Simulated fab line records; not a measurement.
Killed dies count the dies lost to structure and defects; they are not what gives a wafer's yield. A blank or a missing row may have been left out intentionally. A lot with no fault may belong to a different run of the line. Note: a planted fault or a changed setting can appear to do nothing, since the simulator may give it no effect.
The same fault as seen by 3 desks + flow n5_finfet + numbers are kept per desk, each desk with only its own; the story behind them comes last

== DESK OF THE TOOL OWNER: rie_si-04 ==
The tool's own readings at N5_SD_EPI_N_SD_RECESS_17 (chemistry HBr/Cl2/O2, target depth 41 nm, time 23.7 s, bt time 3 s): means of the sampled wafers that have a number, for each lot that ran on this tool. Marked OUT: a lot whose mean sits more than 4 standard deviations from the usual mean, which makes it out of limits; the brackets give that distance.
Columns: A = O2_flow_sccm at N5_SD_EPI_N_SD_RECESS_17, usual 12.00 sccm; B = drypump_motor_current_A at N5_SD_EPI_N_SD_RECESS_17, usual 5.7 A; C = oes_product_au at N5_SD_EPI_N_SD_RECESS_17, usual 0.999 a.u.; D = throttle_valve_pct at N5_SD_EPI_N_SD_RECESS_17, usual 37.0 %
| lot  | first seen here | A     | B   | C     | D    |
|------|-----------------|-------|-----|-------|------|
| L408 | day 3 19:23     | 11.99 | 5.3 | 0.998 | 37.2 |
| L411 | day 4 16:02     | 11.97 | 5.0 | 0.996 | 36.9 |
| L417 | day 6 06:40     | 12.00 | 5.7 | 0.986 | 37.5 |
| L421 | day 7 01:08     | 11.99 | 5.4 | 0.976 | 37.2 |
Result from this desk: across the 4 lots, nothing is out of limits.

== THE DEFECT DESK ==
Per lot, the means of the sampled wafers with a number show what the inspections along the route counted. Marked OUT: a lot whose mean sits more than 4 standard deviations from the usual mean, which makes it out of limits; the brackets give that distance.
Columns: A = raw_defect_count at N5_SD_EPI_N_INSPECT_11, usual 1.9
| lot  | first seen here | A   |
|------|-----------------|-----|
| L408 | day 3 18:40     | 1.0 |
| L411 | day 4 15:02     | 2.7 |
| L417 | day 6 05:56     | 1.7 |
| L421 | day 7 00:17     | 3.0 |
| L424 | day 7 19:50     | 2.0 |
| L427 | day 8 13:38     | 2.7 |
Result from this desk: across the 6 lots, nothing is out of limits.

== METROLOGY DESK ==
What the gauges read for every lot (on any tool): the sampled wafers with a number, averaged. Marked OUT: a lot whose mean sits more than 4 standard deviations from the usual mean, which makes it out of limits; the brackets give that distance.
Columns: A = cd_nm at N5_SD_EPI_N_CD_MEAS_09, usual 120.2 nm; B = SD_N_BLK_OVL at N5_SD_EPI_N_OVL_MEAS_10, usual -0.2 nm
| lot  | first seen here | A     | B    |
|------|-----------------|-------|------|
| L408 | day 3 18:37     | 120.3 | -0.4 |
| L411 | day 4 14:59     | 120.4 | 0.4  |
| L417 | day 6 05:53     | 120.2 | -0.5 |
| L421 | day 7 00:14     | 120.0 | 1.1  |
| L424 | day 7 19:47     | 120.0 | 0.3  |
| L427 | day 8 13:35     | 120.3 | -0.8 |
Result from this desk: across the 6 lots, nothing is out of limits.

== ALL TOGETHER ==
Nothing out of limits was seen by the tool owner's desk.
No out-of-limits result turned up at the defect desk.
From the metrology desk's view, nothing was out of limits.

== WHAT THE SIMULATOR PUT IN ==
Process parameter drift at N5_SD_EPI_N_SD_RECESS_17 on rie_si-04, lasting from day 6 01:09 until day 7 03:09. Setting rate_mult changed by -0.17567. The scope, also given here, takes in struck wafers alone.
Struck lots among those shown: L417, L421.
